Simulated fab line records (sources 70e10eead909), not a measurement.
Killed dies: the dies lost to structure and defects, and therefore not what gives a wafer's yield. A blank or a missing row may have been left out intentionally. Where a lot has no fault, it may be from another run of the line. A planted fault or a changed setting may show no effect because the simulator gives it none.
Chamber matching || flow nand_harc || NHARC_A_SLIT_DESCUM_14 on rie_diel-03 has 4 sister chambers
The step chemistry O2, time 3 s. 8 wafers are shown with their chamber, then 7 later ones without.

WAFERS PAIRED WITH THEIR CHAMBERS
{"wafer": "L590.5", "chamber": 0, "drypump_motor_current_A (A)": 4.9, "oes_product_au (a.u.)": 1.015}
{"wafer": "L591.3", "chamber": 0, "drypump_motor_current_A (A)": 4.9, "oes_product_au (a.u.)": 1.006}
{"wafer": "L594.1", "chamber": 2, "drypump_motor_current_A (A)": 5.7, "oes_product_au (a.u.)": 0.978}
{"wafer": "L594.2", "chamber": 1, "drypump_motor_current_A (A)": 5.5, "oes_product_au (a.u.)": 0.998}
{"wafer": "L597.1", "chamber": 2, "drypump_motor_current_A (A)": 5.7, "oes_product_au (a.u.)": 0.994}
{"wafer": "L597.6", "chamber": 3, "drypump_motor_current_A (A)": 5.2, "oes_product_au (a.u.)": 1.012}
{"wafer": "L595.1", "chamber": 3, "drypump_motor_current_A (A)": 5.3, "oes_product_au (a.u.)": 1.020}
{"wafer": "L595.2", "chamber": 1, "drypump_motor_current_A (A)": 5.5, "oes_product_au (a.u.)": 1.005}

WAFERS WHOSE CHAMBER IS MISSING
{"wafer": "L595.5", "drypump_motor_current_A (A)": 4.9, "oes_product_au (a.u.)": 1.012}
{"wafer": "L606.2", "drypump_motor_current_A (A)": 5.7, "oes_product_au (a.u.)": 1.016}
{"wafer": "L606.4", "drypump_motor_current_A (A)": 5.3, "oes_product_au (a.u.)": 1.014}
{"wafer": "L606.5", "drypump_motor_current_A (A)": 5.7, "oes_product_au (a.u.)": 1.007}
{"wafer": "L607.1", "drypump_motor_current_A (A)": 5.6, "oes_product_au (a.u.)": 1.017}
{"wafer": "L607.2", "drypump_motor_current_A (A)": 5.3, "oes_product_au (a.u.)": 1.015}
{"wafer": "L607.3", "drypump_motor_current_A (A)": 4.8, "oes_product_au (a.u.)": 1.013}

WHICH CHAMBER EACH ONE RAN IN
{"wafer": "L595.5", "from the rows above": 0, "in truth": 0}
{"wafer": "L606.2", "from the rows above": "can't be placed: 2 or 1", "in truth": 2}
{"wafer": "L606.4", "from the rows above": 3, "in truth": 3}
{"wafer": "L606.5", "from the rows above": 2, "in truth": 2}
{"wafer": "L607.1", "from the rows above": "can't be placed: 1 or 2", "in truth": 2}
{"wafer": "L607.2", "from the rows above": 3, "in truth": 3}
{"wafer": "L607.3", "from the rows above": 0, "in truth": 0}
5 of 7 placed correctly. Cannot be placed on the basis of these rows: 2; the candidates contain the true chamber in 2. Number placed wrongly: 0.
How it was worked out, from the rows above alone: a wafer's distance from a chamber is the root of the sum, over the readings, of the square of ((its reading less the chamber's mean) divided by the reading's scatter). If the next closest chamber is less than 2 further off than the closest, the wafer can't be placed; otherwise it belongs to the closest. A chamber's mean is the mean of its shown wafers. The scatter: the root of (the sum of the squares of (reading less its chamber's mean) over the shown wafers, divided by (wafers less chambers)).
